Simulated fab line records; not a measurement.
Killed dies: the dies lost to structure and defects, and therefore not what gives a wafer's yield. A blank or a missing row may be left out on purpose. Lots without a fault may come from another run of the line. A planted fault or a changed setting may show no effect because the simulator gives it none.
One fault through the eyes of 2 desks -- flow nand-harc -- what lay behind the numbers comes last; until then each desk has only its own

THE DEFECT DESK
Per lot, the means of the sampled wafers with a number show what the inspections along the route counted. If a lot's mean is further than 4 standard deviations from the usual mean, the lot is out of limits and carries the mark OUT (the distance appears in the brackets).
Columns: A = raw-defect-count at NHARC_P_M2_INSPECT_11, usual 4.8
lot,first seen here,A
L475,day 6 20:44,2.3
L478,day 7 22:16,4.0
L480,day 8 10:39,4.3
L481,day 8 19:59,3.0
L483,day 9 15:32,6.0
L484,day 10 12:22,7.0
L485,day 10 15:45,4.3
L488,day 12 05:52,7.3
L491,day 13 18:50,4.0
L493,day 14 04:17,5.0
L496,day 15 09:31,6.3
L497,day 15 11:37,5.0
L498,day 16 00:08,4.0
Result from this desk: across the 13 lots, nothing is out of limits.

METROLOGY DESK
Lot by lot, what the gauges showed, no matter which tool ran the lot: averages of those sampled wafers that carry a number. If a lot's mean is further than 4 standard deviations from the usual mean, the lot is out of limits and carries the mark OUT (the distance appears in the brackets).
Columns: A = thk-nm at NHARC_P_M2_THK_MEAS_24, usual 144.2 nm
lot,first seen here,A
L475,day 6 23:14,143.7
L478,day 8 00:54,144.8
L480,day 8 13:11,143.8
L481,day 8 22:29,146.8
L483,day 9 18:49,144.7
L484,day 10 14:51,143.1
L485,day 10 18:16,143.6
L488,day 12 08:20,142.7
L491,day 13 21:19,145.7
L493,day 14 06:46,143.5
L496,day 15 12:00,144.2
L497,day 15 14:08,145.5
L498,day 16 02:38,144.9
Result from this desk: across the 13 lots, nothing is out of limits.

TAKEN TOGETHER
Nothing out of limits was seen by the defect desk.
The metrology desk saw nothing out of limits.

WHAT WAS PUT IN BY THE SIMULATOR
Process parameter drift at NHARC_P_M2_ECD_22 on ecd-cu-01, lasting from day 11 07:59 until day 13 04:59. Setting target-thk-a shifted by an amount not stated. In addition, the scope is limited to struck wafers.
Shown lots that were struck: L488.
